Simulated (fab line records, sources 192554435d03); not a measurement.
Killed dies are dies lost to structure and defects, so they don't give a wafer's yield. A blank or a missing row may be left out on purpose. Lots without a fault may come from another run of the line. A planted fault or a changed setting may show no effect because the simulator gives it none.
Problem report in the 8D (eight disciplines) form, filled by code | flow n5_finfet | the parts of the form that need people (team, actions taken, sign-off) are left out

1. THE PROBLEM
cf4_flow_sccm at N5_BEOL_M9_ETCH_65 reads a mean of 77.64 sccm on 2 wafers of 1 lot; wafers without a fault read 99.97 sccm with a standard deviation of 0.28. That is -80 standard deviations from the usual mean.
The step: etches SiARC in CF4, target depth 15.6 nm, time 26 s.
First seen on wafer L984.1, day 14 20:11, on rie_diel-05. The record holds 27 wafers of 9 lots with a number at this step. Rule for "out", or "out of limits": more than 4 standard deviations from the usual mean. The other wafers with a number count as sound.

2. WHAT IT IS AND WHAT IT IS NOT
question                    | is                                | is not
which readings at this step | cf4_flow_sccm, throttle_valve_pct | chamber_pressure_mTorr, drypump_motor_current_A, oes_product_au, rf_vpp_V
which lots                  | L984                              | L971, L972, L976, L978, L986, L987, L989, L990
which wafers of those lots  | L984.1, L984.6                    | L984.3
read on which tools         | rie_diel-05                       | rie_diel-03, rie_diel-06
when                        | from day 14 20:11                 | up to then (16 sound wafers); but 9 sound wafers of L987, L989, L990 came after

3. SUSPECTS, AND WHAT RULES EACH OUT
Counting: a tool at a process step up to the reading stays a suspect if it ran every lot that is out. Sound lots after the first of them don't rule it out here, since some wafers of a struck lot are sound.
- rie_diel-05 at N5_BEOL_M9_ETCH_65 (etches SiARC in CF4, target depth 15.6 nm, time 26 s): kept. It ran the lot that is out, L984 (day 14 20:11); its last sound lot up to then is L978 (day 13 08:31). Its own readings are out on those wafers: cf4_flow_sccm, throttle_valve_pct.
- Within rie_diel-05 at N5_BEOL_M9_ETCH_65: the wafers that are out ran in chamber 3; their sound lot-mates ran in chamber 2.
Left after counting: rie_diel-05 at N5_BEOL_M9_ETCH_65.

4. THE CAUSE (what the simulator had put in)
Process parameter drift: rie_diel-05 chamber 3, from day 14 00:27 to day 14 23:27, at N5_BEOL_M9_ETCH_65. Setting cf4_flow_sccm, moved by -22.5, from 100. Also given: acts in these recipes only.
Counting left only this tool.

5. THE CHAIN OF EFFECTS, in route order
Each row: a reading whose mean over the struck wafers that have a number lies more than 3 standard deviations from the usual. Only readings for which the record gives a usual standard deviation are gone through. hours: the time from each lot's start at the first step in this table that gives one to its start at this step, as a median over the lots. sigmas: the change in usual standard deviations.
hours | step               | reading                  | usual      | on struck wafers | change | sigmas
0     | N5_BEOL_M9_ETCH_65 | cf4_flow_sccm            | 99.97 sccm | 77.64            | -22.33 | -80
0     | N5_BEOL_M9_ETCH_65 | etch_rf_on_time_s        | 25.9 s     | 27.8             | +1.9   | +4.0
0     | N5_BEOL_M9_ETCH_65 | showerhead_plenum_p_Torr | 2.14 Torr  | 1.97             | -0.17  | -3.3
0     | N5_BEOL_M9_ETCH_65 | throttle_valve_pct       | 15.61 %    | 14.54            | -1.06  | -4.6
The process steps in it:
- N5_BEOL_M9_ETCH_65: etches SiARC in CF4, target depth 15.6 nm, time 26 s.

6. WHAT WOULD HAVE CAUGHT IT SOONER
In this record the first reading out of limits was taken at day 14 20:11, 20 hours after the fault began at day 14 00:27.
